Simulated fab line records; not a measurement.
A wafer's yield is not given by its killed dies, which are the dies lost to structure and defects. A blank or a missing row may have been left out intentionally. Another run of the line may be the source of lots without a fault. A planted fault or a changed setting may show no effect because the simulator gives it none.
Chamber matching | flow n5Finfet | 4 sister chambers for N5_GATE_CUT_STRIP_59 on rieDiel-04
The step strips in N2/H2, time 20 s. 20 wafers are shown with their chamber, then 10 later ones without.

== EACH WAFER AND ITS CHAMBER ==
wafer  | chamber | showerheadPlenumPTorr (Torr) | throttleValvePct (%) | oesProductAu (a.u.)
L075.3 | 1       | 3.13                         | 11.90                | 0.78
L075.4 | 0       | 3.34                         | 12.61                | 0.71
L075.6 | 0       | 3.34                         | 12.59                | 0.71
L077.1 | 1       | 3.12                         | 11.93                | 0.79
L077.2 | 2       | 3.44                         | 11.66                | 0.94
L077.3 | 3       | 3.23                         | 12.11                | 0.72
L079.3 | 2       | 3.44                         | 11.66                | 0.91
L079.5 | 2       | 3.44                         | 11.66                | 0.92
L079.6 | 1       | 3.12                         | 11.94                | 0.77
L083.2 | 2       | 3.43                         | 11.66                | 0.92
L083.5 | 1       | 3.12                         | 11.95                | 0.77
L083.6 | 2       | 3.43                         | 11.68                | 0.90
L084.1 | 2       | 3.43                         | 11.69                | 0.90
L084.3 | 0       | 3.33                         | 12.63                | 0.69
L084.5 | 0       | 3.33                         | 12.63                | 0.68
L091.2 | 0       | 3.33                         | 12.65                | 0.68
L091.5 | 1       | 3.11                         | 11.99                | 0.76
L091.6 | 0       | 3.33                         | 12.67                | 0.69
L092.4 | 0       | 3.33                         | 12.67                | 0.68
L092.5 | 2       | 3.42                         | 11.74                | 0.87

SIGNATURES (averages over the wafers above)
reading               | chamber 0 | chamber 1 | chamber 2 | chamber 3 | scatter within a chamber
showerheadPlenumPTorr | 3.3329    | 3.1200    | 3.4329    | 3.2300    | 0.00655
throttleValvePct      | 12.6357   | 11.9420   | 11.6786   | 12.1100   | 0.0306
oesProductAu          | 0.6914    | 0.7740    | 0.9086    | 0.7200    | 0.0168
Rule: distance of a wafer from a chamber = root of the sum over the readings of ((wafer's reading minus chamber's mean) / reading's scatter) squared. The wafer belongs to the nearest chamber; if the next one is less than 2 further off, it can't be placed. The scatter is the square root of a quotient: the sum, over the shown wafers, of each reading's squared deviation from its chamber's mean, divided by wafers minus chambers.

== WAFERS WITH NO CHAMBER GIVEN ==
wafer  | showerheadPlenumPTorr (Torr) | throttleValvePct (%) | oesProductAu (a.u.)
L092.6 | 3.11                         | 11.98                | 0.76
L093.1 | 3.11                         | 11.97                | 0.77
L093.2 | 3.33                         | 12.67                | 0.68
L093.6 | 3.11                         | 11.99                | 0.76
L096.3 | 3.21                         | 12.18                | 0.68
L096.4 | 3.32                         | 12.66                | 0.69
L096.6 | 3.21                         | 12.20                | 0.69
L097.2 | 3.42                         | 11.75                | 0.86
L097.3 | 3.32                         | 12.67                | 0.67
L097.5 | 3.32                         | 12.68                | 0.68

== CHAMBER TAKEN BY EACH ==
wafer  | from the rows above | in truth
L092.6 | 1                   | 1
L093.1 | 1                   | 1
L093.2 | 0                   | 0
L093.6 | 1                   | 1
L096.3 | 3                   | 3
L096.4 | 0                   | 0
L096.6 | 3                   | 3
L097.2 | 2                   | 2
L097.3 | 0                   | 0
L097.5 | 0                   | 0
10 of 10 placed correctly. Can't be placed from these rows: 0. Placed wrongly: 0.
